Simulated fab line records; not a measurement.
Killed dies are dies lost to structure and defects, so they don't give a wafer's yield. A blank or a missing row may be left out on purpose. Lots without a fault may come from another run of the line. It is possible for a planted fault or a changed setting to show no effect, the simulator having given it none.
fab line records ; flow n5-finfet
record: lots: 10; wafers: 23; last-day: 17
route steps=1938 shown BEOL_M14@1730 PASSIVATION@1936
lots with no fault: from the same line, run without faults
start-h: the number of hours between the record's first day and the start of the first shown wafer of the lot ; wait-h: hours since the lot's step before ; " identical to the entry in the row above ; L1.1+2: a row that stands for several wafers ; - either no value or no given start ; * or withheld: withheld ; < > ~ a bound
route shown NAME@n: names a module that has steps shown in the file, with the first one's number in the route ; usual: mean and standard deviation over wafers with no fault ; same: alike in all rows ; chamber/n: place in a boat ; sites: each site's reading ; _std_site: standard deviation across them ; _edge_site: outer sites' mean less inner sites' ; radius-mm: for every site, how far away it sits from the centre of the wafer ; mask NAME#n: copy n ; behind: the most recent tool/chamber to have shaped the wafer ; hold: why the lot was held/for how many hours/how that ended ; device: names the non-switching transistor (n, p or np) ; end of line: at the end of the route, the tests of the same wafers ; a step without rows: its recipe alone ; killed: dies that structure and defects cost at the first sort, which is not the same as the wafer's yield ; map: per-die view of a wafer (x killed, . not killed, _ where there is no die)
set.NAME: setting as actually run; set.NAME@STEP: the setting as run at that earlier step ; model.NAME: the simulator's own value behind a step, which no gauge read
route steps across a sampled set of lots; one table per step, one row per wafer
services: a tool's chamber out of use, with start hour (start-h, from the record's first day; less than 0 if before it), hours out, and reason
== steps ==
step: N5_BEOL_M14_ETCH_59
recipe: chemistry: N2/H2; target: BARC; target-depth-a: 890; overetch-a: 267; time-s: 67.9; ion-energy-ev: 200; pressure-mtorr: 30; source-w: 840; bias-w: 150; n2-flow-sccm: 200; h2-flow-sccm: 200
usual: drypump-motor-current-A: 5.7/0.56; oes-product-au: 0.68/0.051; rf-vpp-V: 522.4/1.5; showerhead-plenum-p-Torr: 2.49/0.055; throttle-valve-pct: 18.0/0.33
lot.wafer;tool;chamber;start-h;wait-h;drypump-motor-current-A;oes-product-au;rf-hours-counter-h;rf-vpp-V;showerhead-plenum-p-Torr;throttle-valve-pct
L630.2;rie-diel-05;0;258.58;0.0;5.1;0.70;92;521.0;2.46;17.8
L630.3;rie-diel-05;3;258.58;0.0;5.0;0.75;53;522.2;2.47;17.8
L629.3;rie-diel-04;0;262.93;0.0;5.9;0.64;156;521.4;2.46;18.1
L629.6;rie-diel-04;0;262.93;0.0;6.0;0.65;-;521.2;2.46;18.1
L632.3;rie-diel-04;1;266.29;0.0;5.4;0.69;86;523.2;2.58;17.9
L632.5;rie-diel-04;0;266.29;0.0;5.9;0.64;-;521.5;2.46;18.1
L631.1;rie-diel-05;1;271.61;0.0;5.8;0.70;83;521.5;2.43;17.7
L631.2;rie-diel-05;0;271.61;0.0;5.1;0.70;96;521.4;2.46;17.9
L633.1;rie-diel-01;2;274.42;0.0;5.3;0.63;168;527.1;2.64;18.1
L633.6;rie-diel-01;0;274.42;0.0;6.3;0.65;-;522.4;2.56;18.1
L634.1;rie-diel-04;2;290.19;0.0;5.4;0.74;50;523.2;2.50;17.8
L634.4;rie-diel-04;3;290.19;0.0;6.0;0.74;63;522.7;2.46;17.6
L638.2;rie-diel-04;2;300.46;0.0;5.4;0.74;54;521.5;2.50;17.8
L638.3;rie-diel-04;3;300.46;0.0;6.0;0.73;66;523.5;2.46;17.6
L638.6;rie-diel-04;3;300.46;0.0;6.0;0.73;-;523.0;2.46;17.6
L643.2;rie-diel-05;0;339.12;0.0;5.1;0.67;123;521.4;2.45;17.9
L643.6;rie-diel-05;3;339.12;0.0;5.0;0.72;-;522.3;2.46;17.8
L648.4;rie-diel-05;0;368.55;0.0;5.1;0.66;-;519.4;2.44;17.9
L648.5;rie-diel-05;1;368.55;0.0;5.8;0.67;-;521.8;2.42;17.7
L648.6;rie-diel-05;3;368.55;0.0;5.0;0.71;-;521.2;2.46;17.8
L649.2;rie-diel-04;1;385.11;0.0;5.5;0.67;129;525.1;2.57;18.0
L649.4;rie-diel-04;3;385.11;0.0;6.0;0.70;95;522.3;2.44;17.6
L649.6;rie-diel-04;1;385.11;0.0;5.5;0.66;-;524.7;2.57;18.0
step: N5_BEOL_M14_DESCUM_33
recipe: chemistry: O2; time-s: 7.9; source-power-w: 50; bias-power-w: 20; pressure-mtorr: 20; rf-frequency-hz: 2.712e+07; temp-c: 40; o2-flow-sccm: 225
usual: drypump-motor-current-A: 5.7/0.47; o2-flow-sccm: 225.0/0.76; oes-product-au: 0.80/0.073; rf-vpp-V: 242.8/1.1; showerhead-plenum-p-Torr: 2.06/0.046; throttle-valve-pct: 20.49/0.21
lot.wafer;tool;chamber;start-h;wait-h;drypump-motor-current-A;o2-flow-sccm;oes-product-au;rf-hours-counter-h;rf-vpp-V;showerhead-plenum-p-Torr;throttle-valve-pct
L630.2;rie-diel-04;2;259.40;0.0;5.3;224.4;0.89;40;243.4;2.06;20.26
L630.3;rie-diel-04;1;259.40;0.0;5.4;224.7;0.84;83;243.3;2.13;20.50
L629.3;rie-diel-04;2;263.88;0.0;5.4;224.7;0.88;42;244.1;2.06;20.26
L629.6;rie-diel-04;1;263.88;0.0;5.5;224.5;0.84;-;243.4;2.13;20.50
L632.3;rie-diel-05;2;267.28;0.0;6.7;225.5;0.70;216;242.8;2.05;20.89
L632.5;rie-diel-05;2;267.28;0.0;6.7;225.4;0.69;-;243.4;2.05;20.87
L631.1;rie-diel-05;0;272.55;0.0;5.1;226.5;0.84;97;241.2;2.02;20.35
L631.2;rie-diel-05;2;272.55;0.0;6.7;224.5;0.70;219;243.0;2.05;20.88
L633.1;rie-diel-01;0;275.52;0.2;6.3;224.4;0.74;174;243.6;2.10;20.56
L633.6;rie-diel-01;0;275.52;0.2;6.3;226.1;0.74;-;244.1;2.10;20.55
L634.1;rie-diel-04;1;291.13;0.0;5.4;223.2;0.82;96;244.8;2.13;20.53
L634.4;rie-diel-04;2;291.13;0.0;5.4;223.8;0.87;51;243.0;2.06;20.27
L638.2;rie-diel-04;1;301.40;0.0;5.4;224.5;0.82;99;243.6;2.12;20.54
L638.3;rie-diel-04;3;301.40;0.0;6.0;225.3;0.85;67;242.2;2.04;20.26
L638.6;rie-diel-04;2;301.40;0.0;5.4;225.6;0.86;-;242.3;2.06;20.29
L643.2;rie-diel-05;2;340.06;0.0;6.7;223.2;0.67;241;243.0;2.04;20.91
L643.6;rie-diel-05;1;340.06;0.0;5.8;225.4;0.80;-;241.5;2.05;20.65
L648.4;rie-diel-01;1;369.47;0.0;5.8;224.7;0.91;28;241.8;2.06;20.83
L648.5;rie-diel-01;0;369.47;0.0;6.3;224.9;0.71;-;244.0;2.09;20.61
L648.6;rie-diel-01;3;369.47;0.0;6.0;223.9;0.74;-;243.3;2.07;20.53
L649.2;rie-diel-01;2;386.07;0.2;5.2;224.7;0.70;208;244.5;2.14;20.50
L649.4;rie-diel-01;0;386.07;0.2;6.3;224.0;0.71;217;242.2;2.09;20.62
L649.6;rie-diel-01;0;386.07;0.2;6.3;224.5;0.71;-;241.1;2.09;20.62
step: N5_BEOL_M14_TRENCH_ETCH_34
recipe: chemistry: C4F8/O2/Ar; target: SiO2; target-depth-a: 5566.5; mask-material: SOC; he-inner-torr: 15; he-outer-torr: 30; time-s: 126.9; ion-energy-ev: 800; pressure-mtorr: 20; source-w: 1905; bias-w: 2040; Ar_flow_sccm: 400; C4F8_flow_sccm: 16; O2_flow_sccm: 12
usual: drypump-motor-current-A: 5.7/0.47; oes_o_777_au: 0.78/0.071; oes-product-au: 0.79/0.07; rf-vpp-V: 2211/70; showerhead-plenum-p-Torr: 3.40/0.088; throttle-valve-pct: 31.04/0.28
lot.wafer;tool;chamber;start-h;wait-h;drypump-motor-current-A;oes_o_777_au;oes-product-au;rf-hours-counter-h;rf-vpp-V;showerhead-plenum-p-Torr;throttle-valve-pct
L630.2;rie-diel-04;2;259.85;0.0;5.3;0.87;0.88;40;2260;3.37;30.61
L630.3;rie-diel-04;1;259.85;0.0;5.4;0.83;0.82;84;2101;3.51;31.05
L629.3;rie-diel-04;2;264.33;0.0;5.4;0.87;0.87;42;2259;3.37;30.61
L629.6;rie-diel-04;1;264.33;0.0;5.5;0.83;0.82;-;2100;3.51;31.05
L632.3;rie-diel-05;2;267.74;0.0;6.7;0.66;0.67;216;2176;3.37;31.28
L632.5;rie-diel-05;2;267.74;0.0;6.7;0.66;0.68;-;2176;3.37;31.30
L631.1;rie-diel-05;0;273.01;0.0;5.1;0.80;0.83;97;2225;3.37;31.36
L631.2;rie-diel-05;2;273.01;0.0;6.7;0.66;0.67;219;2176;3.37;31.27
L633.1;rie-diel-01;0;275.97;0.0;6.3;0.76;0.75;174;2277;3.47;31.20
L633.6;rie-diel-01;0;275.97;0.0;6.3;0.75;0.75;-;2277;3.47;31.19
L634.1;rie-diel-04;1;291.58;0.0;5.5;0.81;1.06;96;2099;3.50;31.40
L634.4;rie-diel-04;2;291.58;0.0;5.4;0.86;0.86;51;2259;3.37;30.62
L638.2;rie-diel-04;1;301.85;0.0;5.4;0.81;1.05;99;2102;3.50;31.41
L638.3;rie-diel-04;3;301.85;0.0;6.0;0.85;0.86;67;2276;3.35;30.82
L638.6;rie-diel-04;2;301.85;0.0;5.4;0.86;0.87;-;2259;3.36;30.64
L643.2;rie-diel-05;2;340.52;0.0;6.7;0.65;0.66;241;2176;3.36;31.30
L643.6;rie-diel-05;1;340.52;0.0;5.8;0.79;0.78;-;2275;3.33;30.89
L648.4;rie-diel-01;1;369.92;0.0;5.8;0.90;0.91;28;2310;3.36;31.28
L648.5;rie-diel-01;0;369.92;0.0;6.3;0.72;0.72;-;2274;3.45;31.23
L648.6;rie-diel-01;3;369.92;0.0;5.9;0.70;0.74;-;2268;3.47;31.47
L649.2;rie-diel-01;2;386.52;0.0;5.3;0.69;0.70;208;2107;3.58;31.31
L649.4;rie-diel-01;0;386.52;0.0;6.4;0.72;0.72;217;2275;3.45;31.25
L649.6;rie-diel-01;0;386.52;0.0;6.3;0.72;0.72;-;2275;3.45;31.26
step: N5_BEOL_M14_OCD_MEAS_35
usual: trench-depth-nm: 552/15
lot.wafer;tool;chamber;start-h;wait-h;trench-depth-nm
L630.2;ocd-01;-;260.01;0.0;556
L630.3;ocd-01;-;260.01;0.0;565
L629.3;ocd-01;-;264.50;0.0;554
L629.6;ocd-01;-;264.50;0.0;570
L632.3;ocd-02;-;267.89;0.0;517
L632.5;ocd-02;-;267.89;0.0;518
L631.1;ocd-02;-;273.16;0.0;569
L631.2;ocd-02;-;273.16;0.0;515
L633.1;ocd-02;-;276.13;0.0;551
L633.6;ocd-02;-;276.13;0.0;549
L634.1;ocd-02;-;291.74;0.0;847
L634.4;ocd-02;-;291.74;0.0;558
L638.2;ocd-02;-;302.01;0.0;833
L638.3;ocd-02;-;302.01;0.0;567
L638.6;ocd-02;-;302.01;0.0;561
L643.2;ocd-02;-;340.67;0.0;513
L643.6;ocd-02;-;340.67;0.0;545
L648.4;ocd-02;-;370.08;0.0;576
L648.5;ocd-02;-;370.08;0.0;551
L648.6;ocd-02;-;370.08;0.0;551
L649.2;ocd-01;-;386.68;0.0;552
L649.4;ocd-01;-;386.68;0.0;559
L649.6;ocd-01;-;386.68;0.0;555
step: N5_BEOL_M14_ANNEAL_48
recipe: temp-c: 225; time-s: 90; ambient: N2
usual: wafer_temp_C_max: 226.01/0.29
lot.wafer;tool;chamber;start-h;wait-h;wafer_temp_C_max
L630.2;rtp-anneal-01;0;263.32;0.2;225.91
L630.3;rtp-anneal-01;0;263.32;0.2;226.34
L629.3;rtp-anneal-02;0;265.77;0.2;226.43
L629.6;rtp-anneal-02;0;265.77;0.2;225.98
L632.3;rtp-anneal-02;0;272.39;0.2;226.12
L632.5;rtp-anneal-02;0;272.39;0.2;226.50
L631.1;rtp-anneal-01;0;276.42;0.1;225.95
L631.2;rtp-anneal-01;0;276.42;0.1;225.52
L633.1;rtp-anneal-02;0;278.46;0.1;226.49
L633.6;rtp-anneal-02;0;278.46;0.1;226.69
L634.1;rtp-anneal-02;0;293.17;0.2;226.37
L634.4;rtp-anneal-02;0;293.17;0.2;226.14
L638.2;rtp-anneal-01;0;303.64;0.2;225.78
L638.3;rtp-anneal-01;0;303.64;0.2;225.62
L638.6;rtp-anneal-01;0;303.64;0.2;225.89
L643.2;rtp-anneal-01;0;342.29;0.4;225.95
L643.6;rtp-anneal-01;0;342.29;0.4;226.13
L648.4;rtp-anneal-01;0;374.57;0.5;225.90
L648.5;rtp-anneal-01;0;374.57;0.5;225.93
L648.6;rtp-anneal-01;0;374.57;0.5;225.90
L649.2;rtp-anneal-01;0;388.71;0.2;226.05
L649.4;rtp-anneal-01;0;388.71;0.2;225.88
L649.6;rtp-anneal-01;0;388.71;0.2;225.70
step: N5_BEOL_M14_THK_MEAS_50
recipe: thk-meas-gauge: xrf; reads: Cu_of_BEOL_M14_ECD_47
usual: M14_THK: 572/16
lot.wafer;tool;chamber;start-h;wait-h;M14_THK[nm]
L630.2;film-metro-02;-;263.87;-;578
L630.3;film-metro-02;-;263.87;-;583
L629.3;film-metro-02;-;266.28;-;572
L629.6;film-metro-02;-;266.28;-;587
L632.3;film-metro-02;-;272.90;-;531
L632.5;film-metro-02;-;272.90;-;534
L631.1;film-metro-01;-;277.01;-;594
L631.2;film-metro-01;-;277.01;-;538
L633.1;film-metro-02;-;279.06;-;569
L633.6;film-metro-02;-;279.06;-;569
L634.1;film-metro-02;-;293.76;-;898
L634.4;film-metro-02;-;293.76;-;585
L638.2;film-metro-01;-;304.19;-;873
L638.3;film-metro-01;-;304.19;-;591
L638.6;film-metro-01;-;304.19;-;584
L643.2;film-metro-01;-;342.84;-;533
L643.6;film-metro-01;-;342.84;-;567
L648.4;film-metro-01;-;375.03;-;593
L648.5;film-metro-01;-;375.03;-;569
L648.6;film-metro-01;-;375.03;-;568
L649.2;film-metro-02;-;389.26;-;576
L649.4;film-metro-02;-;389.26;-;579
L649.6;film-metro-02;-;389.26;-;573
step: N5_BEOL_M14_RS_MEAS_54
recipe: thk-meas-gauge: four-point-probe; reads: Cu_of_BEOL_M14_ECD_47+Ta_of_BEOL_M14_SPUTTER_44+TaN_of_BEOL_M14_SPUTTER_43
usual: M14_RS: 0.0335/0.00097
lot.wafer;tool;chamber;start-h;wait-h;M14_RS[ohm/sq]
L630.2;film-metro-02;-;263.99;0.1;0.0334
L630.3;film-metro-02;-;263.99;0.1;0.0328
L629.3;film-metro-01;-;266.40;0.1;0.0333
L629.6;film-metro-01;-;266.40;0.1;0.0323
L632.3;film-metro-02;-;273.03;0.1;0.0356
L632.5;film-metro-02;-;273.03;0.1;0.0356
L631.1;film-metro-02;-;277.14;0.0;0.0325
L631.2;film-metro-02;-;277.14;0.0;0.0359
L633.1;film-metro-02;-;279.19;0.0;0.0337
L633.6;film-metro-02;-;279.19;0.0;0.0338
L634.1;film-metro-02;-;293.89;0.0;0.0216
L634.4;film-metro-02;-;293.89;0.0;0.0330
L638.2;film-metro-01;-;304.32;0.1;0.0220
L638.3;film-metro-01;-;304.32;0.1;0.0325
L638.6;film-metro-01;-;304.32;0.1;0.0327
L643.2;film-metro-02;-;342.97;0.1;0.0360
L643.6;film-metro-02;-;342.97;0.1;0.0340
L648.4;film-metro-02;-;375.16;0.0;0.0321
L648.5;film-metro-02;-;375.16;0.0;0.0335
L648.6;film-metro-02;-;375.16;0.0;0.0336
L649.2;film-metro-02;-;389.41;0.1;0.0334
L649.4;film-metro-02;-;389.41;0.1;0.0330
L649.6;film-metro-02;-;389.41;0.1;0.0333
step: N5_PASSIVATION_PROBE_49
usual: defect-limited-yield: 91.2/1.4; killed_at_M0_to_M3: 32/9.3; killed_at_M4_up: 14/4.9; killed-at-contacts: 15/7.5; killed-at-front-end: 40/11; killed-at-other: 4/3.3; killed-dies: 104/17; killed-on-rim: 13/4.2; killed-open: 68/14; killed-short: 33/7.9; sort_bin_5_function: 5.2/0.99; sort_bin_6_memory: 3.2/0.65; sort-n-pass: 1076/17; sort-yield-pct: 91.1/1.5
same: gross-dies: 1180; killed-at-back-side: 0; sort_bin_4_leakage[%]: 0; sort_bin_8_speed[%]: 0
lot.wafer;tool;chamber;start-h;wait-h;defect-limited-yield[%];killed_at_M0_to_M3;killed_at_M4_up;killed-at-contacts;killed-at-front-end;killed-at-other;killed-dies;killed-on-rim;killed-open;killed-short;sort_bin_5_function[%];sort_bin_6_memory[%];sort-n-pass;sort-yield-pct[%]
L629.3;prober-02;-;287.91;0.1;90.7;48;9;34;17;2;110;15;69;41;5.7;3.3;1070;90.7
L629.6;prober-02;-;288.06;0.3;92.0;29;13;14;36;2;94;12;57;37;4.6;3.3;1086;92.0
L632.3;prober-01;-;292.64;0.1;90.7;25;13;9;59;4;110;16;68;37;5.7;3.6;1070;90.7
L632.5;prober-01;-;292.74;0.2;90.6;32;14;19;34;12;111;14;75;32;5.2;3.9;1069;90.6
L634.1;prober-01;-;316.52;0.0;92.5;26;11;3;42;6;88;9;48;37;4.8;2.6;1092;92.5
L634.4;prober-01;-;316.67;0.2;91.1;34;12;10;44;5;105;15;52;40;5.4;3.2;1075;91.1
killed by level:class
L629.3 MOL_CONTACT_COAG:geometric-particle:open=29 BEOL_M0_SAQP:geometric-particle:open=16 BEOL_M0_SAQP:geometric-particle:short=15 MOL_CONTACT_COAG:geometric-particle:short=5 FIN_SAQP:geometric-particle:short=4 BEOL_M1:geometric-particle:short=4 BEOL_M2:geometric-particle:open=4 FIN_SAQP:geometric-particle:open=3
L629.6 MOL_CONTACT_COAG:geometric-particle:open=13 FIN_SAQP:geometric-particle:open=8 BEOL_M1:geometric-particle:short=8 GATE_CUT:geometric-particle:short=6 BEOL_M0_SAQP:geometric-particle:open=6 GATE_CUT:geometric-particle:open=5 BEOL_M2:geometric-particle:open=5 STARTING-WAFER:geometric-particle:short=5
L632.3 FIN_SAQP:geometric-particle:short=16 FIN_SAQP:geometric-particle:open=11 BEOL_M3:geometric-particle:open=11 BEOL_M4:geometric-particle:open=9 STI_FIN_REVEAL:geometric-particle:open=8 MOL_CONTACT_COAG:geometric-particle:open=7 BEOL_M2:geometric-particle:open=6 STARTING-WAFER:geometric-particle:open=5
L632.5 MOL_CONTACT_COAG:geometric-particle:open=14 FIN_SAQP:geometric-particle:open=8 BEOL_M3:geometric-particle:open=7 BEOL_M2:geometric-particle:open=7 FIN_SAQP:geometric-particle:short=6 STI_FIN_REVEAL:geometric-particle:open=5 BEOL_M0_SAQP:geometric-particle:short=5 MOL_CONTACT_COAG:geometric-particle:short=5
L634.1 STI_FIN_REVEAL:geometric-particle:open=7 DUMMY_GATE:geometric-particle:open=7 BEOL_M0_SAQP:geometric-particle:open=7 FIN_SAQP:geometric-particle:short=6 GATE_CUT:geometric-particle:short=5 BEOL_M0_SAQP:geometric-particle:short=5 FIN_SAQP:geometric-particle:open=4 BEOL_M0:geometric-particle:short=4
L634.4 BEOL_M1:geometric-particle:short=10 BEOL_M3:geometric-particle:open=9 FIN_CUT:area-etch=9 STI_FIN_REVEAL:geometric-particle:open=7 MOL_CONTACT_COAG:geometric-particle:open=7 BEOL_M1:geometric-particle:open=7 FIN_SAQP:geometric-particle:short=5 DUMMY_GATE:geometric-particle:open=4
== services ==
tool;chamber;start-h;hours;kind
rie-diel-04;2;242.38;12.5;repair
rie-diel-01;1;260.23;-;clean
rie-diel-01;1;260.23;-;consumable-replace:esc
rie-diel-01;1;260.23;-;consumable-replace:focus-ring
rie-diel-01;1;260.23;28.3;scheduled-down
rie-diel-01;1;260.23;28.3;vent-cycle
rie-diel-05;2;298.44;8.7;repair
rie-diel-01;2;319.59;4.7;repair
rie-diel-05;3;327.61;10.9;repair
rie-diel-01;-;342.20;0.2;repair
rtp-anneal-01;-;352.85;9.3;pm
rie-diel-05;-;357.67;2.8;pm
rie-diel-05;2;367.49;-;clean
rie-diel-05;2;367.49;-;consumable-replace:focus-ring
rie-diel-05;2;367.49;10.9;scheduled-down
rie-diel-05;2;367.49;10.9;vent-cycle
== key ==
first-sign: step: N5_BEOL_M14_TRENCH_ETCH_34; reading: oes-product-au; direction: up; sigmas: 3.8; usual: 0.79; struck: 1.05
effect: step: N5_BEOL_M14_OCD_MEAS_35; reading: trench-depth-nm; direction: up; sigmas: 19; usual: 552; struck: 840
effect: step: N5_BEOL_M14_THK_MEAS_50; reading: M14_THK; direction: up; sigmas: 19; usual: 572; struck: 885
effect: step: N5_BEOL_M14_RS_MEAS_54; reading: M14_RS; direction: down; sigmas: 12; usual: 0.0335; struck: 0.0218
met-at N5_BEOL_M14_TRENCH_ETCH_34
struck-lots L634,L638
struck-wafers L634.1,L638.2
not-acting-at N5_BEOL_M14_ETCH_59,N5_BEOL_M14_DESCUM_33,N5_BEOL_M14_ANNEAL_48
onset-between 264.33 291.58
fault: kind: process-parameter-drift; tool: rie-diel-04; chamber: -; onset-h: 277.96; steps: N5_BEOL_M14_TRENCH_ETCH_34; channel: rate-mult; offset: 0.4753; shape: step; end-h: 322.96; scope: struck-wafers-only
